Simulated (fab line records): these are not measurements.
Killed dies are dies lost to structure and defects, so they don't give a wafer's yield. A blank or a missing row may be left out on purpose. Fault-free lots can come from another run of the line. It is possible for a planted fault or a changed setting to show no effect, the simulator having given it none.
Split-lot trial / flow n5_finfet / 21 wafers read from 7 lots, route of 1938 steps

## THE SPLIT ITSELF
At N5_BEOL_M7_COAT_64 (time 60 s, resist thk 12 nm), the setting spin_rpm was moved away from the recipe's 1500 rpm on 11 of the 21 wafers read, by -5.5% to +9.6%. For the rest of the wafers, this setting stayed at what the recipe calls for.

## FROM THE SPLIT TO THE READING: what the file shows between them, 4 steps
- N5_BEOL_M7_COAT_71: time 60 s, resist thk 5 nm
- N5_BEOL_M7_COAT_22: resist thk 30 nm
- N5_BEOL_M7_DESCUM_33: chemistry O2, time 7 s
- N5_BEOL_M7_ETCH_72: etches underlayer in N2/H2, target depth 6.5 nm, time 5.2 s

## THE READING
CAR-EUV_of_BEOL_M7_COAT_22.thk_nm (the simulator's own value, which no gauge read), in nm, at N5_BEOL_M7_ETCH_65 (etches SiARC in CF4, target depth 15.6 nm, time 26 s). There is no usual value for it anywhere in the file. The 10 wafers here that ran the recipe average 11.0 nm, standard deviation 0.08 nm.

wafer=L075.1; tool, chamber at the split=litho_track-04, 0; spin_rpm as run, rpm=1500; against the recipe=recipe; CAR-EUV_of_BEOL_M7_COAT_22.thk_nm, nm=11; against lot-mates on the recipe=-
wafer=L075.2; tool, chamber at the split=litho_track-04, 0; spin_rpm as run, rpm=1595; against the recipe=+6.3%; CAR-EUV_of_BEOL_M7_COAT_22.thk_nm, nm=11.4; against lot-mates on the recipe=+0.4
wafer=L075.3; tool, chamber at the split=litho_track-04, 0; spin_rpm as run, rpm=1595; against the recipe=+6.3%; CAR-EUV_of_BEOL_M7_COAT_22.thk_nm, nm=11.6; against lot-mates on the recipe=+0.6
wafer=L076.1; tool, chamber at the split=litho_track-03, 0; spin_rpm as run, rpm=1500; against the recipe=recipe; CAR-EUV_of_BEOL_M7_COAT_22.thk_nm, nm=11; against lot-mates on the recipe=-
wafer=L076.4; tool, chamber at the split=litho_track-03, 0; spin_rpm as run, rpm=1500; against the recipe=recipe; CAR-EUV_of_BEOL_M7_COAT_22.thk_nm, nm=11; against lot-mates on the recipe=-
wafer=L076.5; tool, chamber at the split=litho_track-03, 0; spin_rpm as run, rpm=1500; against the recipe=recipe; CAR-EUV_of_BEOL_M7_COAT_22.thk_nm, nm=11; against lot-mates on the recipe=-
wafer=L085.1; tool, chamber at the split=litho_track-04, 0; spin_rpm as run, rpm=1500; against the recipe=recipe; CAR-EUV_of_BEOL_M7_COAT_22.thk_nm, nm=11.2; against lot-mates on the recipe=-
wafer=L085.3; tool, chamber at the split=litho_track-04, 0; spin_rpm as run, rpm=1418; against the recipe=-5.5%; CAR-EUV_of_BEOL_M7_COAT_22.thk_nm, nm=10.8; against lot-mates on the recipe=-0.4
wafer=L085.6; tool, chamber at the split=litho_track-04, 0; spin_rpm as run, rpm=1418; against the recipe=-5.5%; CAR-EUV_of_BEOL_M7_COAT_22.thk_nm, nm=11; against lot-mates on the recipe=-0.2
wafer=L087.1; tool, chamber at the split=litho_track-03, 0; spin_rpm as run, rpm=1604; against the recipe=+6.9%; CAR-EUV_of_BEOL_M7_COAT_22.thk_nm, nm=11.4; against lot-mates on the recipe=+0.2
wafer=L087.2; tool, chamber at the split=litho_track-03, 0; spin_rpm as run, rpm=1500; against the recipe=recipe; CAR-EUV_of_BEOL_M7_COAT_22.thk_nm, nm=11.2; against lot-mates on the recipe=-
wafer=L087.3; tool, chamber at the split=litho_track-03, 0; spin_rpm as run, rpm=1604; against the recipe=+6.9%; CAR-EUV_of_BEOL_M7_COAT_22.thk_nm, nm=11.4; against lot-mates on the recipe=+0.2
wafer=L089.4; tool, chamber at the split=litho_track-01, 0; spin_rpm as run, rpm=1644; against the recipe=+9.6%; CAR-EUV_of_BEOL_M7_COAT_22.thk_nm, nm=11.6; against lot-mates on the recipe=+0.6
wafer=L089.5; tool, chamber at the split=litho_track-01, 0; spin_rpm as run, rpm=1500; against the recipe=recipe; CAR-EUV_of_BEOL_M7_COAT_22.thk_nm, nm=11; against lot-mates on the recipe=-
wafer=L089.6; tool, chamber at the split=litho_track-01, 0; spin_rpm as run, rpm=1644; against the recipe=+9.6%; CAR-EUV_of_BEOL_M7_COAT_22.thk_nm, nm=11.6; against lot-mates on the recipe=+0.6
wafer=L090.1; tool, chamber at the split=litho_track-03, 0; spin_rpm as run, rpm=1500; against the recipe=recipe; CAR-EUV_of_BEOL_M7_COAT_22.thk_nm, nm=11; against lot-mates on the recipe=-
wafer=L090.2; tool, chamber at the split=litho_track-03, 0; spin_rpm as run, rpm=1500; against the recipe=recipe; CAR-EUV_of_BEOL_M7_COAT_22.thk_nm, nm=11; against lot-mates on the recipe=-
wafer=L090.5; tool, chamber at the split=litho_track-03, 0; spin_rpm as run, rpm=1500; against the recipe=recipe; CAR-EUV_of_BEOL_M7_COAT_22.thk_nm, nm=11; against lot-mates on the recipe=-
wafer=L091.3; tool, chamber at the split=litho_track-04, 0; spin_rpm as run, rpm=1619; against the recipe=+7.9%; CAR-EUV_of_BEOL_M7_COAT_22.thk_nm, nm=11.6; against lot-mates on the recipe=no lot-mate on the recipe
wafer=L091.4; tool, chamber at the split=litho_track-04, 0; spin_rpm as run, rpm=1619; against the recipe=+7.9%; CAR-EUV_of_BEOL_M7_COAT_22.thk_nm, nm=11.4; against lot-mates on the recipe=no lot-mate on the recipe
wafer=L091.5; tool, chamber at the split=litho_track-04, 0; spin_rpm as run, rpm=1619; against the recipe=+7.9%; CAR-EUV_of_BEOL_M7_COAT_22.thk_nm, nm=11.6; against lot-mates on the recipe=no lot-mate on the recipe

THE FIT
A straight line over all 21 wafers: CAR-EUV_of_BEOL_M7_COAT_22.thk_nm changes by +0.0534 nm for each +1% of spin_rpm; r = +0.93; the points scatter about the line by 0.1 nm.
The same after taking each lot's own level away (the mean of its wafers on the recipe; 18 wafers): +0.0567 nm for each +1%; r = +0.94; scatter 0.1 nm.
The reading moves by 0.54 nm for the largest change in spin_rpm, on that fit.
From 11.00 to 11.20 nm: that is the span of the lots' own levels, equal to 2.5 times the standard deviation above.
The two slopes are in agreement: the lot-to-lot level therefore moves the slope only a little.
Check: +0.531 nm against its lot-mates is what the line predicts for one of the wafers moved furthest among these (+9.6%) when that wafer is left out of the fit. It came out at +0.6 nm against them.

## OTHER SPLITS APPLIED TO THESE WAFERS
Before the reading, these wafers also passed through other splits. Each is held against what the fit with the lots' levels taken away leaves over:
other split on the same wafers=N5_BEOL_M2_EXPOSE_25 dose_mj; wafers away from the commonest value=2; r with CAR-EUV_of_BEOL_M7_COAT_22.thk_nm (lot level and that fit taken away)=-
other split on the same wafers=N5_BEOL_M3_DESCUM_33 time_s; wafers away from the commonest value=9; r with CAR-EUV_of_BEOL_M7_COAT_22.thk_nm (lot level and that fit taken away)=-0.35
other split on the same wafers=N5_BEOL_M3_VIA_ETCH_34 bias_w; wafers away from the commonest value=6; r with CAR-EUV_of_BEOL_M7_COAT_22.thk_nm (lot level and that fit taken away)=+0.02
other split on the same wafers=N5_BEOL_M5_COAT_66 spin_rpm; wafers away from the commonest value=7; r with CAR-EUV_of_BEOL_M7_COAT_22.thk_nm (lot level and that fit taken away)=-0.37
other split on the same wafers=N5_BEOL_M5_COAT_74 temp_c; wafers away from the commonest value=8; r with CAR-EUV_of_BEOL_M7_COAT_22.thk_nm (lot level and that fit taken away)=+0.54
other split on the same wafers=N5_BEOL_M6_HM_DEP_02 target_thk_a; wafers away from the commonest value=6; r with CAR-EUV_of_BEOL_M7_COAT_22.thk_nm (lot level and that fit taken away)=-0.68
other split on the same wafers=N5_BEOL_M7_COAT_63 spin_rpm; wafers away from the commonest value=7; r with CAR-EUV_of_BEOL_M7_COAT_22.thk_nm (lot level and that fit taken away)=+0.20

## THE WHOLE CHAIN: every reading that the file lists as answering this split, in the file's order
step=N5_BEOL_M7_COAT_64; what it does=time 60 s, resist thk 12 nm; reading=SiARC_of_BEOL_M7_COAT_64.thk_nm (the simulator's own value, which no gauge read); change (the file's fit)=-0.063 nm for each +1% of the setting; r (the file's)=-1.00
step=N5_BEOL_M7_ETCH_65; what it does=etches SiARC in CF4, target depth 15.6 nm, time 26 s; reading=etch.depth_nm (the simulator's own value, which no gauge read); change (the file's fit)=-0.0595 nm for each +1% of the setting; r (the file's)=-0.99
step=N5_BEOL_M7_ETCH_65; what it does=etches SiARC in CF4, target depth 15.6 nm, time 26 s; reading=CAR-EUV_of_BEOL_M7_COAT_22.thk_nm (the simulator's own value, which no gauge read); change (the file's fit)=+0.0569 nm for each +1% of the setting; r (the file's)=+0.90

## THE FILE'S OWN FIT
CAR-EUV_of_BEOL_M7_COAT_22.thk_nm changes by +0.0569 nm for each +1% of spin_rpm, r = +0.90.
